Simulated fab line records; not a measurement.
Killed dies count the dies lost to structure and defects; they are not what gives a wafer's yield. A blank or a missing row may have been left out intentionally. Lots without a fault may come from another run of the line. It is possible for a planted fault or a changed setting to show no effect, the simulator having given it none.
Which of the tools did it? / flow nandHarc / Sampling: 11 lots, 33 wafers, 5 of 1159 route steps

WHAT THE GAUGES READ, wafer by wafer
NHARC_END_SORT_01.
lot=L339; measured=day 19 18:32; on=prober-01; killedAtOther=0 0 0
lot=L342; measured=day 20 03:53; on=prober-02; killedAtOther=0 0 1
lot=L346; measured=day 21 01:56; on=prober-02; killedAtOther=0 0 0
lot=L347; measured=day 21 22:35; on=prober-02; killedAtOther=2 2 1
lot=L350; measured=day 22 11:58; on=prober-01; killedAtOther=1 0 0
lot=L357; measured=day 23 22:50; on=prober-01; killedAtOther=2 0 0
lot=L354; measured=day 23 23:53; on=prober-02; killedAtOther=632 0 648
lot=L359; measured=day 24 22:11; on=prober-01; killedAtOther=1 1 0
lot=L358; measured=day 24 14:22; on=prober-01; killedAtOther=0 0 0
lot=L360; measured=day 24 23:18; on=prober-02; killedAtOther=0 0 1
lot=L361; measured=day 25 15:50; on=prober-02; killedAtOther=0 0 1

TOOL THAT RAN EACH LOT (tool first, then ch and the chambers of the sampled wafers, then the start)
lot=L339; NHARC_A_M1_DEP_33=pecvd-01 ch 0,1,2, day 18 08:01; NHARC_A_BONDPAD_ETCH_12=rieDiel-10 ch 0,2, day 18 10:45 or earlier; NHARC_A_BONDPAD_STRIP_15=rieDiel-07 ch 0,1,3, day 18 10:45; NHARC_THIN_TSV_ETCHBACK_48=rieDiel-13 ch 0,1,3, day 19 08:04
lot=L342; NHARC_A_M1_DEP_33=pecvd-04 ch 0,2, day 18 13:32; NHARC_A_BONDPAD_ETCH_12=rieDiel-10 ch 1,2,3, day 18 15:56 or earlier; NHARC_A_BONDPAD_STRIP_15=rieDiel-10 ch 0,1, day 18 15:56; NHARC_THIN_TSV_ETCHBACK_48=rieDiel-08 ch 0,1,2, day 19 10:04
lot=L346; NHARC_A_M1_DEP_33=pecvd-03 ch 0,1,2, day 19 15:34; NHARC_A_BONDPAD_ETCH_12=rieDiel-06 ch 0,1, day 19 17:58 or earlier; NHARC_A_BONDPAD_STRIP_15=rieDiel-06 ch 0,1,3, day 19 17:58; NHARC_THIN_TSV_ETCHBACK_48=rieDiel-13 ch 0,2,3, day 20 11:05
lot=L347; NHARC_A_M1_DEP_33=pecvd-01 ch 0,2, day 20 11:21; NHARC_A_BONDPAD_ETCH_12=rieDiel-06 ch 0,2, day 20 13:44 or earlier; NHARC_A_BONDPAD_STRIP_15=rieDiel-06 ch 0,2,3, day 20 13:44; NHARC_THIN_TSV_ETCHBACK_48=rieDiel-02 ch 1,2,3, day 21 10:53
lot=L350; NHARC_A_M1_DEP_33=pecvd-04 ch 0,2, day 21 02:38; NHARC_A_BONDPAD_ETCH_12=rieDiel-06 ch 0,1,2, day 21 04:58 or earlier; NHARC_A_BONDPAD_STRIP_15=rieDiel-06 ch 1,2,3, day 21 04:58; NHARC_THIN_TSV_ETCHBACK_48=rieDiel-08 ch 0,1,2, day 21 21:56
lot=L357; NHARC_A_M1_DEP_33=pecvd-04 ch 0,1,2, day 22 13:16; NHARC_A_BONDPAD_ETCH_12=rieDiel-10 ch 0,2,3, day 22 15:40 or earlier; NHARC_A_BONDPAD_STRIP_15=rieDiel-06 ch 1,3, day 22 15:40; NHARC_THIN_TSV_ETCHBACK_48=rieDiel-13 ch 0,1,3, day 23 08:59
lot=L354; NHARC_A_M1_DEP_33=pecvd-03 ch 0,1,2, day 22 14:30; NHARC_A_BONDPAD_ETCH_12=rieDiel-06 ch 0,1,3, day 22 17:14 or earlier; NHARC_A_BONDPAD_STRIP_15=rieDiel-06 ch 0,3, day 22 17:14; NHARC_THIN_TSV_ETCHBACK_48=rieDiel-08 ch 0,1,3, day 23 10:08
lot=L359; NHARC_A_M1_DEP_33=pecvd-01 ch 1,2, day 22 23:30; NHARC_A_BONDPAD_ETCH_12=rieDiel-06 ch 0,2,3, day 23 01:52 or earlier; NHARC_A_BONDPAD_STRIP_15=rieDiel-07 ch 1,2,3, day 23 01:52; NHARC_THIN_TSV_ETCHBACK_48=rieDiel-13 ch 0,1,3, day 23 21:05
lot=L358; NHARC_A_M1_DEP_33=pecvd-04 ch 0,1, day 23 00:41; NHARC_A_BONDPAD_ETCH_12=rieDiel-07 ch 1,2,3, day 23 02:54 or earlier; NHARC_A_BONDPAD_STRIP_15=rieDiel-06 ch 0,1,3, day 23 02:54; NHARC_THIN_TSV_ETCHBACK_48=rieDiel-02 ch 1,2,3, day 23 20:08
lot=L360; NHARC_A_M1_DEP_33=pecvd-04 ch 1,2, day 23 04:08; NHARC_A_BONDPAD_ETCH_12=rieDiel-06 ch 0,1,2, day 23 06:40 or earlier; NHARC_A_BONDPAD_STRIP_15=rieDiel-06 ch 0,1,3, day 23 06:40; NHARC_THIN_TSV_ETCHBACK_48=rieDiel-02 ch 2,3, day 24 01:44
lot=L361; NHARC_A_M1_DEP_33=pecvd-01 ch 0,1,2, day 23 14:05; NHARC_A_BONDPAD_ETCH_12=rieDiel-10 ch 0,1,3, day 23 16:37 or earlier; NHARC_A_BONDPAD_STRIP_15=rieDiel-06 ch 0,1, day 23 16:37; NHARC_THIN_TSV_ETCHBACK_48=rieDiel-02 ch 1,2, day 24 12:56
- NHARC_A_M1_DEP_33: deposits SiCN, target thk 30 nm.
- NHARC_A_BONDPAD_ETCH_12: etches the open film in CHF3/O2, target depth 220 nm, time 110 s.
- NHARC_A_BONDPAD_STRIP_15: strips in O2.
- NHARC_THIN_TSV_ETCHBACK_48: etches the open film in C4F8/Ar, target depth 1028.5 nm, time 405.17 s.

THE ANSWER, worked out from the rows above alone
Rule: the usual values come from the lots themselves. The widest of any qualifying gaps counts: lots, ordered by their means at a reading, are off when they make up no more than a third of the lots, leave a main group of 4 or more, and stand apart from it by 3 or more times the standard deviation of that group's means. If all means in a main group match to the digits the tables above print for the reading, that group is not used. Also off: a lot with no number at a reading for which 4 or more lots have one. Any other lot the step has rows for is counted as sound.
Off: L354 (NHARC_END_SORT_01, killedAtOther). For the main group the mean is 0.4 and the standard deviation 0.47.
If a tool, at a process step before that reading, ran all the lots that are off and no sound lot after the first of them, it fits. Those tools and the gauges at NHARC_END_SORT_01 are tried in the same way. Because NHARC_A_BONDPAD_ETCH_12 lacks a start for some lots, the hours and order of its lots are taken from NHARC_A_BONDPAD_STRIP_15. Can't be told from this: 2 tools fit, pecvd-03 at NHARC_A_M1_DEP_33, rieDiel-08 at NHARC_THIN_TSV_ETCHBACK_48.

WHAT HAD BEEN PUT IN BY THE SIMULATOR
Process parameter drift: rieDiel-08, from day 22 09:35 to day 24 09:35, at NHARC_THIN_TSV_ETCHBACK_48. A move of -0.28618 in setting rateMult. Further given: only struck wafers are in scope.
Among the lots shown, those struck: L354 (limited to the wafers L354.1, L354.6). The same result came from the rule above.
